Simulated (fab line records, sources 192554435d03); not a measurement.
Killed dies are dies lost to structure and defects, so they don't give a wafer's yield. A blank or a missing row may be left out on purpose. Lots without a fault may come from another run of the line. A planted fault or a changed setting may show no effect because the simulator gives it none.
Which tool did it? | flow n5_finfet | 10 lots, 30 wafers sampled, at 5 steps of a route of 1938

WHAT THE GAUGES READ, wafer by wafer
N5_BEOL_M1_INSPECT_13: inspects for defects (brightfield). Usual: raw_defect_count 369, standard deviation 94.
lot  | measured     | on                | raw_defect_count | flag
L556 | day 6 01:26  | defect_inspect-01 | 314 294 308      |
L564 | day 8 08:38  | defect_inspect-01 | 432 436 300      |
L565 | day 8 10:08  | defect_inspect-02 | 399 269 367      |
L567 | day 9 04:02  | defect_inspect-01 | 486 290 322      |
L568 | day 9 09:28  | defect_inspect-01 | 490 596 525      |
L569 | day 9 11:54  | defect_inspect-02 | 425 433 282      |
L573 | day 10 03:53 | defect_inspect-02 | 484 393 324      |
L572 | day 10 10:38 | defect_inspect-02 | 288 302 333      |
L574 | day 10 17:08 | defect_inspect-02 | 259 279 379      |
L578 | day 11 12:23 | defect_inspect-02 | 401 340 492      |

N5_BEOL_M4_RC_MEAS_101. Usual: DIBL_N 36.4 mV/V, standard deviation 1.5; DIBL_P 36.6 mV/V, standard deviation 1.9; IOFF_N 0.155 nA/um, standard deviation 0.021; IOFF_P 0.211 nA/um, standard deviation 0.028; ION_N 671 uA/um, standard deviation 8.6; ION_P 462 uA/um, standard deviation 5.8; SS_N 71.5 mV/dec, standard deviation 0.5; SS_P 73.4 mV/dec, standard deviation 0.58; VT_N 250.1 mV, standard deviation 2.4; VT_P -250.1 mV, standard deviation 3.
lot  | measured     | on        | DIBL_N (mV/V)  | DIBL_P (mV/V)  | IOFF_N (nA/um)    | IOFF_P (nA/um)    | ION_N (uA/um) | ION_P (uA/um) | SS_N (mV/dec)  | SS_P (mV/dec)  | VT_N (mV)         | VT_P (mV)            | flag
L556 | day 7 23:52  | prober-02 | 35.7 35.3 35.8 | 35.0 35.4 34.5 | 0.134 0.138 0.142 | 0.193 0.200 0.189 | 674 667 685   | 457 464 461   | 71.2 71.4 71.5 | 72.5 72.0 72.8 | 250.6 248.9 250.2 | -250.8 -251.9 -252.8 |
L564 | day 9 22:48  | prober-01 | 35.8 37.2 34.7 | 36.1 38.0 35.6 | 0.159 0.187 0.134 | 0.205 0.236 0.195 | 677 683 658   | 461 462 456   | 71.3 71.7 70.5 | 73.3 73.5 73.3 | 249.3 245.6 251.4 | -251.5 -248.7 -252.2 |
L565 | day 10 08:18 | prober-02 | 37.3 36.9 38.4 | 36.8 34.5 37.2 | 0.157 0.142 0.170 | 0.208 0.175 0.222 | 676 670 679   | 460 454 466   | 71.5 71.5 71.0 | 73.1 72.3 73.1 | 250.6 249.8 250.6 | -246.9 -251.8 -248.8 |
L567 | day 10 21:17 | prober-02 | 38.7 37.9 35.8 | 38.5 37.2 34.8 | 0.179 0.162 0.128 | 0.225 0.197 0.170 | 667 675 660   | 459 458 449   | 71.6 72.3 71.3 | 74.1 73.1 73.0 | 249.6 250.2 255.4 | -251.0 -252.6 -253.6 |
L568 | day 10 20:49 | prober-01 | 34.5 38.3 37.3 | 32.8 37.4 35.7 | 0.128 0.196 0.183 | 0.193 0.279 0.255 | 666 681 686   | 461 475 479   | 70.5 71.3 72.2 | 73.8 73.9 73.6 | 250.2 242.4 245.2 | -249.4 -240.7 -242.6 |
L569 | day 11 04:31 | prober-01 | 36.8 36.4 37.2 | 35.7 34.3 35.9 | 0.153 0.132 0.162 | 0.200 0.178 0.203 | 669 669 672   | 461 457 461   | 71.3 71.5 72.4 | 73.3 72.7 72.8 | 250.2 254.0 247.5 | -250.9 -251.9 -250.6 |
L573 | day 12 04:40 | prober-01 | 37.4 37.3 37.6 | 37.4 37.3 37.9 | 0.165 0.157 0.167 | 0.216 0.215 0.225 | 673 661 669   | 456 459 466   | 72.4 72.3 71.7 | 73.7 73.1 73.4 | 249.8 250.2 250.1 | -250.1 -250.8 -247.8 |
L572 | day 12 09:46 | prober-01 | 37.7 37.2 38.2 | 37.4 37.2 38.3 | 0.158 0.149 0.169 | 0.238 0.240 0.260 | 669 665 671   | 463 462 471   | 72.0 71.5 71.9 | 73.7 73.4 73.4 | 249.9 249.9 249.4 | -249.9 -250.2 -246.3 |
L574 | day 12 13:58 | prober-02 | 36.0 34.9 35.9 | 38.0 37.0 38.0 | 0.171 0.152 0.169 | 0.222 0.204 0.232 | 670 670 677   | 463 466 467   | 71.5 71.0 71.0 | 73.3 72.7 73.0 | 250.0 250.4 249.7 | -248.7 -249.4 -247.9 |
L578 | day 13 09:25 | prober-01 | 32.6 34.9 34.2 | 33.7 35.5 34.8 | 0.128 0.152 0.143 | 0.168 0.209 0.188 | 670 677 679   | 469 471 467   | 71.4 71.3 71.7 | 72.8 73.7 73.1 | 252.5 249.9 251.6 | -250.6 -246.6 -253.1 |

WHICH TOOL RAN EACH LOT (tool, then ch and the chambers of the sampled wafers, then the start)
lot  | N5_BEOL_M0_PRE_CLEAN_131         | N5_BEOL_M1_ILD_DEP_00           | N5_BEOL_M1_COAT_67
L556 | cvd_co-01 ch 0,1,2, day 6 00:29  | pecvd-01 ch 0,1,2, day 6 00:47  | litho_track-01 ch 0, day 6 01:59
L564 | cvd_co-01 ch 0,2, day 8 05:52    | pecvd-02 ch 0,2, day 8 06:09    | litho_track-04 ch 0, day 8 09:19
L565 | cvd_co-01 ch 0,1, day 8 08:40    | pecvd-02 ch 0,2, day 8 08:57    | litho_track-01 ch 0, day 8 10:38
L567 | cvd_co-02 ch 0,2, day 9 02:43    | pecvd-03 ch 0,1, day 9 03:01    | litho_track-04 ch 0, day 9 04:38
L568 | cvd_co-02 ch 0,1,2, day 9 08:10  | pecvd-01 ch 0,1, day 9 08:28    | litho_track-04 ch 0, day 9 09:58
L569 | cvd_co-02 ch 1,2, day 9 09:01    | pecvd-02 ch 0,1, day 9 09:18    | litho_track-04 ch 0, day 9 12:24
L573 | cvd_co-01 ch 0,1, day 10 02:32   | pecvd-03 ch 1,2, day 10 02:50   | litho_track-01 ch 0, day 10 04:28
L572 | cvd_co-02 ch 1, day 10 08:39     | pecvd-02 ch 0,1, day 10 08:59   | litho_track-04 ch 0, day 10 11:09
L574 | cvd_co-02 ch 0,1, day 10 15:15   | pecvd-03 ch 0,1,2, day 10 15:35 | litho_track-01 ch 0, day 10 17:40
L578 | cvd_co-02 ch 0,1,2, day 11 10:57 | pecvd-01 ch 0,2, day 11 11:14   | litho_track-02 ch 0, day 11 13:38
- N5_BEOL_M0_PRE_CLEAN_131: time 15 s.
- N5_BEOL_M1_ILD_DEP_00: deposits SiOC from DEMS/O2, target thk 79 nm, time 15.3 s.
- N5_BEOL_M1_COAT_67: time 60 s, resist thk 60 nm.

WHAT THE TOOLS THEMSELVES READ (means of the sampled wafers that have a number; where no wafer has one, the mark that the record gives instead)
N5_BEOL_M0_PRE_CLEAN_131. Usual: heater_power_w 79 W, standard deviation 16; rf_fwd_power_W 296.5 W, standard deviation 1.2.
lot  | tool      | heater_power_w (W) | rf_fwd_power_W (W) | flag
L556 | cvd_co-01 | 87                 | 296.1              |
L564 | cvd_co-01 | 73                 | 296.0              |
L565 | cvd_co-01 | 87                 | 296.2              |
L567 | cvd_co-02 | 79                 | 296.3              |
L568 | cvd_co-02 | 72                 | 296.0              |
L569 | cvd_co-02 | 74                 | 294.7              |
L573 | cvd_co-01 | 88                 | 297.4              |
L572 | cvd_co-02 | 60                 | 297.8              |
L574 | cvd_co-02 | 65                 | 296.7              |
L578 | cvd_co-02 | 73                 | 295.9              |

N5_BEOL_M1_ILD_DEP_00. Usual: chamber_pressure_Torr 4.999 Torr, standard deviation 0.013; heater_power_w 498 W, standard deviation 74; rf_fwd_power_W 493.3 W, standard deviation 2.1; showerhead_plenum_p_Torr 5.700 Torr, standard deviation 0.013; throttle_valve_pct 11.9 %, standard deviation 0.57.
lot  | tool     | chamber_pressure_Torr (Torr) | heater_power_w (W) | rf_fwd_power_W (W) | showerhead_plenum_p_Torr (Torr) | throttle_valve_pct (%) | flag
L556 | pecvd-01 | 5.000                        | 454                | 493.8              | 5.705                           | 11.7                   |
L564 | pecvd-02 | 4.981                        | 576                | 492.3              | 5.689                           | 12.6                   |
L565 | pecvd-02 | 4.989                        | 523                | 491.8              | 5.682                           | 12.5                   |
L567 | pecvd-03 | 4.992                        | 593                | 492.9              | 5.685                           | 11.9                   |
L568 | pecvd-01 | 5.008                        | 451                | 491.5              | 5.707                           | 11.8                   |
L569 | pecvd-02 | 4.989                        | 456                | 492.8              | 5.689                           | 12.6                   |
L573 | pecvd-03 | 4.998                        | 574                | 490.7              | 5.699                           | 12.2                   |
L572 | pecvd-02 | 5.001                        | 517                | 493.6              | 5.692                           | 12.6                   |
L574 | pecvd-03 | 4.994                        | 604                | 494.1              | 5.698                           | 11.5                   |
L578 | pecvd-01 | 4.991                        | 473                | 495.0              | 5.705                           | 11.3                   |

N5_BEOL_M1_COAT_67. Usual: heater_power_total_W 500.2 W, standard deviation 1.8; plate_temp_C 249.97 C, standard deviation 0.19; resist_line_temp_C 23.00 C, standard deviation 0.11.
lot  | tool           | heater_power_total_W (W) | plate_temp_C (C) | resist_line_temp_C (C) | flag
L556 | litho_track-01 | 500.9                    | 250.01           | 22.97                  |
L564 | litho_track-04 | 499.3                    | 249.98           | 22.88                  |
L565 | litho_track-01 | 501.3                    | 249.98           | 23.04                  |
L567 | litho_track-04 | 498.8                    | 250.03           | 22.97                  |
L568 | litho_track-04 | 472.8                    | 238.27           | 23.07                  | OFF
L569 | litho_track-04 | 471.1                    | 237.92           | 23.13                  | OFF
L573 | litho_track-01 | 500.1                    | 250.31           | 23.09                  |
L572 | litho_track-04 | 471.3                    | 238.50           | 23.02                  | OFF
L574 | litho_track-01 | 499.4                    | 250.00           | 23.11                  |
L578 | litho_track-02 | 498.2                    | 249.81           | 22.95                  |

THE ANSWER, worked out from the rows above alone
Rule: a lot is off if the mean of its wafers that have a number lies more than 3 standard deviations from the usual mean. A lot without any number at a reading at which 4 lots or more have one is off too. The other lots that the step has rows for count as sound. The gauges are gone through in route order, then the tools' own readings, and for those a lot's mean is taken as printed above. The first step at which some lot is off is used, and at that step the reading that is off furthest; a lot without a number counts as furthest.
Off: L568, L569, L572, at N5_BEOL_M1_COAT_67 (plate_temp_C).
A tool fits if, at that step or a process step before it, it ran every lot that is off, and no sound lot after the first of them. One fits: litho_track-04 at N5_BEOL_M1_COAT_67. Its last sound lot is L567 (day 9 04:38), its first lot that is off L568 (day 9 09:58): a fault that began between those two fits.
The tool's own readings at N5_BEOL_M1_COAT_67 bear it out: on the lots that are off they differ by more than 5 times the standard deviation of the sound lots' means. heater_power_total_W reads 471.7 W there against 499.7 W on the sound lots; plate_temp_C reads 238.23 C there against 250.02 C on the sound lots.

WHAT THE SIMULATOR HAD PUT IN
Process parameter drift: litho_track-04, from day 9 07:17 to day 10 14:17, at N5_BEOL_M1_COAT_67. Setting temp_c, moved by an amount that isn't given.
Lots struck among those shown: L568, L569, L572. The rule above found the same.
